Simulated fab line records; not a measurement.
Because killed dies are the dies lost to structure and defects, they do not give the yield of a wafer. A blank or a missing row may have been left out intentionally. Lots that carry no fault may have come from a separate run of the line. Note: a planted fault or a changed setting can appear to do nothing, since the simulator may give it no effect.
Comparing a struck lot with a sound one / flow nand harc / 15 steps out of a route of 1302
Sound: wafers L865.2, L865.4, L865.6. Struck: wafer L878.3 (L878.1, L878.6, from the same lot, were not struck and are left out); the cause is given at the end.
Per side, at each step with rows, come the tool, then ch with its chambers, and then its first start. Under that, the readings that differ: sound wafers / struck wafers / difference of the means / sigmas: that difference in standard deviations of wafers without a fault.
alike: readings with means less than 2 such deviations apart, plus words and numbers identical on both sides. not compared: withheld readings, readings lacking a value on some wafer, bounds such as >300 that could conceal the same value, and numbers that have no deviation in the record and whose values overlap.
A row with sigmas, a row that says differs or no value, or rows on one side alone: a step with any of these is where the two part. Numbers that have no deviation but don't overlap get no sigmas and don't part them. A reading missing from all wafers of one side parts the sides only when that side holds two or more wafers.

first, 4 steps without rows for these wafers: NHARC_A_M1_EBR_05; NHARC_A_M1_EXPOSE_06 (exposes mask A M1, target cd 120 nm); NHARC_A_M1_PEB_07 (peb time 65 s); NHARC_A_M1_DEVELOP_08 (develop time 35 s).
NHARC_A_M1_CD_MEAS_09: target cd 120 nm.
  sound on cd sem-01 ch 0, day 25 15:34; struck on cd sem-01 ch 0, day 31 10:43
  alike: cd nm
NHARC_A_M1_OVL_MEAS_10: pitch 240 nm.
  sound on overlay-02, day 25 15:39; struck on overlay-02, day 31 10:49
  alike: overlay x nm, overlay y nm
NHARC_A_M1_INSPECT_11:
  sound on defect inspect-01, day 25 15:41; struck on defect inspect-02, day 31 10:50
reading=raw defect count; sound=126 136 105; struck=32; difference=-90; sigmas=-3
NHARC_A_M1_DESCUM_14: chemistry O2, time 3 s.
  sound on rie diel-13 ch 1,3, day 25 15:45; struck on rie diel-11 ch 1, day 31 10:55
  alike: drypump motor current A, oes product au, rf vpp V, showerhead plenum p Torr, throttle valve pct
  not compared: rf hours counter h
NHARC_A_M1_ETCH_35: etches the open film in N2/H2, target depth 40 nm, overetch 12 nm, time 43.94 s.
  sound on rie diel-13 ch 0,1,3, day 25 15:52; struck on rie diel-11 ch 2, day 31 10:59
reading=rf vpp V (V); sound=432.5 431.7 427.9; struck=426.9; difference=-3.8; sigmas=-2
  alike: drypump motor current A, oes product au, rf fwd power W, run length s, showerhead plenum p Torr, throttle valve pct
  not compared: rf hours counter h
NHARC_A_M1_ETCH_15: etches the open film in C4F8/Ar, target depth 182.5 nm, time 91.2 s.
  sound: rie diel-13 ch 0,1,3; struck: rie diel-11 ch 3
  alike: oes product au, rf fwd power W, rf vpp V, run length s
  not compared: rf hours counter h
NHARC_A_M1_CD_MEAS_16:
  sound on cd sem-02, day 25 16:06; struck on cd sem-01, day 31 11:13
  alike: cd nm
NHARC_A_M1_STRIP_18: strips in N2/H2.
  sound on rie diel-13 ch 0,1,3, day 25 16:10; struck on rie diel-13 ch 1, day 31 11:17
  alike: drypump motor current A, oes product au, rf fwd power W, rf vpp V, showerhead plenum p Torr, throttle valve pct
  not compared: rf hours counter h
NHARC_A_M1_ETCH_28: etches the open film in CF4/N2, target depth 30 nm, time 72.99 s.
  sound on rie diel-13 ch 0,1, day 25 16:29; struck on rie diel-13 ch 0, day 31 11:32
reading=run length s (s); sound=94.8 94.8 94.9; struck=78.4; difference=-16.4; sigmas=-40
  alike: cf4 flow sccm, drypump motor current A, oes product au, rf vpp V, showerhead plenum p Torr, throttle valve pct
  not compared: rf fwd power W, rf hours counter h
then, 1 step without rows for these wafers: NHARC_A_M1_STRIP_19 (strips in post etch residue remover, time 600 s).
NHARC_END_SORT_01:
  the record has rows for the sound wafers here (prober-02 ch 0, day 27 06:50) and none for the struck ones

## WHERE THEY PART
Earliest at NHARC_A_M1_INSPECT_11; latest, in this record, at NHARC_END_SORT_01.

WHY: the cause the simulator had injected
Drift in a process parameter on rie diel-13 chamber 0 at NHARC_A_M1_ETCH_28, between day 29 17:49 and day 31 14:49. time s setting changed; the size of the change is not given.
